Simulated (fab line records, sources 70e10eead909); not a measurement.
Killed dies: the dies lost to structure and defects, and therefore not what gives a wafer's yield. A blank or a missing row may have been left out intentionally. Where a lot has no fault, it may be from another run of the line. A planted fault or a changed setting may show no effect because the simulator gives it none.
Problem report, 8D (eight disciplines) form, completed by code | flow nand_harc | the parts of the form that need people (team, actions taken, sign-off) are left out

== 1. THE ISSUE ==
Wafers with no fault read 381 with a standard deviation of 85, whereas raw_defect_count at NHARC_A_SGD_CUT_INSPECT_25 reads a mean of 741 on 1 wafer of 1 lot. That is +4.2 standard deviations from the usual mean.
First seen on wafer L538.5, day 25 06:14, on defect_inspect-02. At this step, 34 wafers from 12 lots have a number in the record. Rule for "out" (also "out of limits"): further than 4 standard deviations from the usual mean. All remaining wafers that have a number are taken as sound.

== 2. WHAT IT IS AND WHAT IT IS NOT ==
question                    | is                     | is not
which readings at this step | raw_defect_count       | -
which lots                  | L538                   | L525, L526, L530, L531, L532, L533, L534, L535, L536, L544, L547
which wafers of those lots  | all that have a number | -
read on which gauges        | defect_inspect-02      | defect_inspect-01
when                        | from day 25 06:14      | up to then (27 sound wafers); but 6 sound wafers of L544, L547 came after

== 3. THE SUSPECTS, EACH WITH WHAT RULES IT OUT ==
Counting: any tool at a process step up to the reading is kept as a suspect provided that every lot that is out went through it and no sound lot did after the first of them.
- the gauge at NHARC_A_SGD_CUT_INSPECT_25 has been ruled out. All the wafers that are out were read on defect_inspect-02, but those of them that NHARC_END_SORT_01 has rows for are out there too, on other tools.
- pecvd-04 at NHARC_A_SGD_CUT_DEP_00 (deposits SiNx, target thk 50 nm): kept. It ran the lot that is out, L538 (day 24 22:16), and no sound lot after that; its last sound lot up to then is L536 (day 24 07:02).
- rie_diel-10 at NHARC_A_SGD_CUT_ETCH_58 (etches the open film in CF4, target depth 39 nm, time 65 s): ruled out as a lasting fault. The sound lots L544 went through it after L538, its earliest lot that is out (day 24 23:01).
- rie_diel-10 at NHARC_A_SGD_CUT_ETCH_59 (etches the open film in N2/H2, target depth 260 nm, time 406.25 s): ruled out as a lasting fault. The sound lots L544 went through it after L538, its earliest lot that is out (day 25 05:38). Because NHARC_A_SGD_CUT_ETCH_59 lacks a start for some lots, the hours and order of its lots are taken from NHARC_A_SGD_CUT_CMP_21.
- cmp-01 at NHARC_A_SGD_CUT_CMP_21 (polishes, target thk 148.19 nm): kept. It ran the lot that is out, L538 (day 25 05:38), and no sound lot after that; its last sound lot up to then is L535 (day 24 00:08).
After counting, pecvd-04 at NHARC_A_SGD_CUT_DEP_00 and cmp-01 at NHARC_A_SGD_CUT_CMP_21 remain.

== 4. THE CAUSE (what the simulator had put in) ==
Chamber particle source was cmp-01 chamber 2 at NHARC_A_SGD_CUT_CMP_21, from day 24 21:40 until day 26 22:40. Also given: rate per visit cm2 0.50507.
After counting, 2 suspects remain, this tool included.

== 5. THE EFFECT CHAIN, in route order ==
Each row: a reading whose mean over the struck wafers that have a number lies more than 3 standard deviations from the usual. Only readings for which the record gives a usual standard deviation are gone through. hours: the time from each lot's start at the first step in this table that gives one to its start at this step, as a median over the lots. sigmas: the change in usual standard deviations.
hours | step                       | reading          | usual | on struck wafers | change | sigmas
0     | NHARC_A_SGD_CUT_INSPECT_25 | raw_defect_count | 381   | 741              | +360   | +4.2
146   | NHARC_END_SORT_01          | killed_at_array  | 54    | 300              | +246   | +20
146   | NHARC_END_SORT_01          | killed_dies      | 59    | 303              | +244   | +19

== 6. HOW IT WOULD HAVE BEEN CAUGHT EARLIER ==
9 hours passed between the start of the fault at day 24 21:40 and the first reading out of limits at a measuring or inspecting step in this record, taken at day 25 06:14.
An alarm limit of 4 standard deviations would not have fired on the tool readings at NHARC_A_SGD_CUT_CMP_21 for which the record gives a usual standard deviation, since none of them was out on any struck wafer.
By day 25 06:14, every lot that is out (1) had started NHARC_A_SGD_CUT_CMP_21 on cmp-01. A hold on the tool at that time would have spared none of them.
